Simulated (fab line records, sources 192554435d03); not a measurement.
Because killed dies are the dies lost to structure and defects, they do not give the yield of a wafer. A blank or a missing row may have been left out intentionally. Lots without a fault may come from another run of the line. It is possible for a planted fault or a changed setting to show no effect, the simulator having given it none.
Matching of chambers + flow n5-finfet + N5_BEOL_M0_CO_CAP_123 on cvd-co-02 has 3 sister chambers
The step material Co, precursor CCTBA/H2, target thk 2 nm, time 102.1 s. 6 wafers are shown with their chamber, then 12 later ones without.

## WAFERS PAIRED WITH THEIR CHAMBERS
| wafer  | chamber | heater-power-w (W) |
|--------|---------|--------------------|
| L082.1 | 2       | 265                |
| L089.1 | 0       | 233                |
| L089.6 | 1       | 167                |
| L090.1 | 1       | 166                |
| L090.2 | 2       | 261                |
| L090.3 | 0       | 235                |

## WAFERS MISSING THEIR CHAMBER
| wafer  | heater-power-w (W) |
|--------|--------------------|
| L090.4 | 167                |
| L090.5 | 254                |
| L090.6 | 231                |
| L091.3 | 259                |
| L091.4 | 234                |
| L091.6 | 255                |
| L093.2 | 236                |
| L093.5 | 170                |
| L093.6 | 238                |
| L096.3 | 233                |
| L096.5 | 173                |
| L096.6 | 261                |

## WHICH CHAMBER EACH ONE RAN IN
| wafer  | from the rows above | in truth |
|--------|---------------------|----------|
| L090.4 | 1                   | 1        |
| L090.5 | 2                   | 2        |
| L090.6 | 0                   | 0        |
| L091.3 | 2                   | 2        |
| L091.4 | 0                   | 0        |
| L091.6 | 2                   | 2        |
| L093.2 | 0                   | 0        |
| L093.5 | 1                   | 1        |
| L093.6 | 0                   | 0        |
| L096.3 | 0                   | 0        |
| L096.5 | 1                   | 1        |
| L096.6 | 2                   | 2        |
Correct placement for 12 of the 12. Left unplaced by these rows: 0. Wrongly placed: 0.
How it was worked out, from the rows above alone: a wafer's distance from a chamber is the root of the sum, over the readings, of the square of ((its reading less the chamber's mean) divided by the reading's scatter). The wafer belongs to the nearest chamber; if the next one is less than 2 further off, it can't be placed. The mean given for a chamber averages the wafers shown for that chamber. The scatter: take each reading less its chamber's mean, square it, sum over the shown wafers, divide by the number of wafers less the number of chambers, and take the root.
